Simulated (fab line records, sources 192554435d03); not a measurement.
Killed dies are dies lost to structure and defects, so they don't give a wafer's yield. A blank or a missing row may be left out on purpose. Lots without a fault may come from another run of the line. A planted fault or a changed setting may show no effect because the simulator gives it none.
A struck lot beside a sound one | flow n5_finfet | 37 steps out of a route of 1938
Sound: wafers L663.1, L663.2, L663.5. Struck: wafer L675.2. (L675.3 of the same lot was not struck and is left out.) The cause comes at the end.
At each step with rows: each side's tool, then ch and its chambers, then its first start. Under that, the readings that differ: sound wafers | struck wafers | difference of the means | sigmas: that difference in standard deviations of wafers without a fault.
alike: readings whose means differ by less than 2 such deviations, and words and numbers that are the same on both sides. not compared: withheld readings, readings that some wafer has no value for, bounds like >300 that may hide the same value, and numbers for which the record gives no deviation and whose values overlap.
The two part at a step that has a row with sigmas, a row that says differs or no value, or rows on one side only. Numbers that don't overlap but have no deviation are shown without sigmas and don't part them. A reading that every wafer of one side lacks parts them only if that side has two wafers or more.

first, 9 steps without rows for these wafers: N5_MOL_CONTACT_COAG_COAT_02 (resist thk 30 nm); N5_MOL_CONTACT_COAG_EBR_04; N5_MOL_CONTACT_COAG_SOFTBAKE_03 (time 60 s); N5_MOL_CONTACT_COAG_EXPOSE_05 (exposes mask CA, defocus 0 nm); N5_MOL_CONTACT_COAG_PEB_06 (peb time 60 s); N5_MOL_CONTACT_COAG_DEVELOP_07 (develop time 30 s); N5_MOL_CONTACT_COAG_DESCUM_13 (chemistry O2, time 7 s); N5_MOL_CONTACT_COAG_ETCH_59 (etches underlayer in N2/H2, target depth 13 nm, time 10.4 s); N5_MOL_CONTACT_COAG_ETCH_105 (etches SiARC in CF4, target depth 15.6 nm, time 26 s).
N5_MOL_CONTACT_COAG_ETCH_106: etches SOC in N2/H2, target depth 80 nm, overetch 16 nm, time 120 s.
  sound on rie_diel-02 ch 1,2,3, day 4 22:33; struck on rie_diel-02 ch 1, day 7 20:54
  reading                                              | sound       | struck | difference | sigmas
  model.SiARC_of_MOL_CONTACT_COAG_COAT_104.thk_nm (nm) | 6.4 6.6 6.4 | 4.4    | -2.1       |
  model.MOL_CONTACT_COAG.cd_offset_nm (nm)             | 0 0 0       | 1      | +1         |
  alike: drypump_motor_current_A, oes_product_au, rf_vpp_V, showerhead_plenum_p_Torr, throttle_valve_pct
  not compared: rf_hours_counter_h
then, 5 steps without rows for these wafers: N5_MOL_CONTACT_COAG_STRIP_107 (strips in N2/H2); N5_MOL_CONTACT_COAG_STRIP_108 (strips in N2/H2); N5_MOL_CONTACT_COAG_CONTACT_ETCH_14 (etches SiO2 in C4F6/O2, target depth 27.5 nm, overetch 8.5 nm, time 20 s); N5_MOL_CONTACT_COAG_STRIP_109 (strips in C4F6/O2); N5_MOL_CONTACT_COAG_ETCH_15 (etches SiNx in CH3F/O2, stops on Si:P, target depth 7 nm).
N5_MOL_CONTACT_COAG_ETCH_110: etches Si in CF4/O2, target depth 2.5 nm, time 8 s.
  sound on rie_diel-02 ch 1,2,3, day 4 22:45; struck on rie_diel-02 ch 1, day 7 21:05
  reading                                  | sound       | struck | difference | sigmas
  model.MOL_CONTACT_COAG.cd_offset_nm (nm) | 0 -0.2 -0.2 | 1      | +1         |
  alike: drypump_motor_current_A, mfc_ar_sccm, oes_product_au, rf_vpp_V, showerhead_plenum_p_Torr, throttle_valve_pct
  not compared: rf_hours_counter_h
then, 19 steps without rows for these wafers: N5_MOL_CONTACT_COAG_STRIP_98 (strips in N2/H2); N5_MOL_CONTACT_COAG_IMPLANT_129; N5_MOL_CONTACT_COAG_PRECLEAN_111 (cleans in NF3:NH3, afs cycles 1, time 20 s, sublimation time 60 s); N5_MOL_CONTACT_COAG_TI_SIL_19 (material Ti, target thk 4.2 nm, time 15 s); N5_MOL_CONTACT_COAG_ALD_20 (deposits TiN, target thk 1.5 nm, pulse time 1 s, purge time 3 s); N5_MOL_CONTACT_COAG_SIL_ANNEAL_21 (time 60 s); N5_MOL_CONTACT_COAG_PRE_CLEAN_141 (time 60 s); N5_MOL_CONTACT_COAG_SPUTTER_143 (material Co, target thk 2.5 nm); N5_MOL_CONTACT_COAG_CO_FILL_22 (material Co, precursor CCTBA/H2, target thk 20 nm); N5_MOL_CONTACT_COAG_ANNEAL_113 (time 300 s); N5_MOL_CONTACT_COAG_PRE_CLEAN_142 (time 60 s); N5_MOL_CONTACT_COAG_SPUTTER_130 (material Co, target thk 47.5 nm); N5_MOL_CONTACT_COAG_PRECLEAN_125 (cleans in DIW, time 57.5 s); N5_MOL_CONTACT_COAG_SRD_126 (dry time 32 s); N5_MOL_CONTACT_COAG_CMP_23 (polishes, stops on SiO2, t overpolish 1.5 s, target thk 0 nm); N5_MOL_CONTACT_COAG_WET_ETCH_26 (target Co, target depth 13 nm); N5_MOL_CONTACT_COAG_WET_ETCH_116 (etches the open film in SC1-inhibited, target depth 4.6 nm, rinse time 30 s); N5_MOL_CONTACT_COAG_ALD_27 (deposits SiOC, target thk 17 nm, pulse time 1.5 s, time 2720 s); N5_MOL_CONTACT_COAG_CMP_28 (polishes, stops on SiNx, t overpolish 0.85 s, target thk 14.522 nm).
-- the record jumps here: 4 days lie between the struck wafers' starts before and after (it left off in module MOL_CONTACT_COAG and takes up again in module BEOL_M4, whose first step shown is number 1111 of the route) --
N5_BEOL_M4_RC_MEAS_101:
  sound on prober-01 ch 0, day 9 00:08; struck on prober-01 ch 0, day 11 19:16
  reading             | sound             | struck | difference | sigmas
  RC_DENSE_N (ohm.um) | 19.04 19.14 19.28 | 17.74  | -1.41      | -5
  RC_DENSE_P (ohm.um) | 24.1 23.9 23.9    | 22.1   | -1.9       | -5
  RC_N (ohm.um)       | 15.41 15.44 15.60 | 14.63  | -0.85      | -4
  RC_P (ohm.um)       | 19.2 19.6 19.5    | 17.9   | -1.5       | -5
  alike: DIBL_N, DIBL_P, IOFF_N, IOFF_P, ION_N, ION_P, SS_N, SS_P, VT_N, VT_P
then, 1 step without rows for these wafers: N5_PASSIVATION_PROBE_49.

WHERE THEY PART
Only at N5_BEOL_M4_RC_MEAS_101, within this record.

WHY: what the simulator had put in
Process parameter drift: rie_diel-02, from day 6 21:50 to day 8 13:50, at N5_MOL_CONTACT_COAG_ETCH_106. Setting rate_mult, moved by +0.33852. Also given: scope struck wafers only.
